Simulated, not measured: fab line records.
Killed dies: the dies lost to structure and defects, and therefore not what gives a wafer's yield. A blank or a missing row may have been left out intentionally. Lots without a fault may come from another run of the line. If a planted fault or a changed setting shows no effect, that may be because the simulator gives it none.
A lot that was struck, set against a sound lot ; flow nandHarc ; 13 steps out of a route of 1159
Sound: wafers L759.1, L759.2, L759.6. Wafers L764.1, L764.2, L764.6 were the ones struck. Last of all comes the cause.
Per side, at each step with rows, come the tool, then ch with its chambers, and then its first start. Under that, the readings that differ: sound wafers ; struck wafers ; difference of the means ; sigmas: that difference in standard deviations of wafers without a fault.
alike: readings whose means differ by less than 2 such deviations, and words and numbers that are the same on both sides. not compared: withheld readings, readings that some wafer has no value for, bounds like >300 that may hide the same value, and numbers for which the record gives no deviation and whose values overlap.
Wherever a step has rows on one side only, a row that says differs or no value, or a row with sigmas, the two part there. When numbers do not overlap yet have no deviation, they are printed without sigmas and do not part them. Lack of a reading on every wafer of one side parts them only where that side has two or more wafers.

first, 3 steps without rows for these wafers: NHARC_A_STAIRCASE_STRIP_317 (strips in SPM, time 900 s); NHARC_A_STAIRCASE_PRECLEAN_318 (cleans in SC1); NHARC_A_STAIRCASE_SRD_329.
NHARC_A_STAIRCASE_ALD_415: deposits SiO2, target thk 30 nm, pulse time 6 s, ald cycles 300.
  sound on aldHk-03 ch 1,3, day 11 20:23; struck on aldHk-03 ch 0,2,3, day 13 16:52
  alike: heaterPowerOuterW, heaterPowerW, precursorPulseHeightRel
NHARC_A_STAIRCASE_ETCHBACK_416: etches the open film in C4F8/O2/Ar, target depth 36 nm, time 7.2 s.
  sound on rieDiel-04 ch 0,3; struck on rieDiel-02 ch 0,1,2
reading;sound;struck;difference;sigmas
oesProductAu (a.u.);0.925 0.925 0.934;0.997 1.006 0.995;+0.071;+3
  alike: biasW, chamberPressureMTorr, rfVppV
  not compared: rfHoursCounterH
NHARC_A_STAIRCASE_STRIP_476: strips in O2, time 20 s.
  sound on rieDiel-04 ch 0,2, day 11 22:32; struck on rieDiel-02 ch 0,1,3, day 13 18:33
  alike: chamberPressureMTorr, drypumpMotorCurrentA, oesProductAu, rfVppV, showerheadPlenumPTorr, throttleValvePct
  not compared: rfHoursCounterH
NHARC_A_STAIRCASE_DEP_417: deposits Si3N4, target thk 60 nm.
  sound on pecvd-02 ch 0,1, day 11 22:41; struck on pecvd-01 ch 0,1,2, day 13 18:40
  alike: heaterPowerOuterW, heaterPowerW
then, 4 steps without rows for these wafers: NHARC_A_STAIRCASE_WET_418 (chemistry H3PO4, target depth 20 nm); NHARC_A_STAIRCASE_PRECLEAN_419 (cleans in SC1); NHARC_A_STAIRCASE_SRD_421; NHARC_A_STAIRCASE_ALD_420 (deposits SiO2, target thk 20 nm, pulse time 6 s, ald cycles 200).
NHARC_A_STAIRCASE_CVD_552: deposits SiNx, target thk 40 nm.
  sound on lpcvd-01 ch 0, day 12 07:07; struck on lpcvd-02 ch 1, day 14 12:11
NHARC_A_STAIRCASE_DEP_151: deposits SiO2, target thk 3800 nm.
  sound on pecvd-04 ch 0,1, day 12 10:40; struck on pecvd-02 ch 1,2, day 14 16:03
  alike: heaterPowerOuterW, heaterPowerW

== WHERE THEY PART ==
Only at NHARC_A_STAIRCASE_ETCHBACK_416, as far as this record shows. Later steps at which nothing parts them and some readings are alike: NHARC_A_STAIRCASE_STRIP_476, NHARC_A_STAIRCASE_DEP_417, NHARC_A_STAIRCASE_DEP_151.

WHY: what had been put in by the simulator
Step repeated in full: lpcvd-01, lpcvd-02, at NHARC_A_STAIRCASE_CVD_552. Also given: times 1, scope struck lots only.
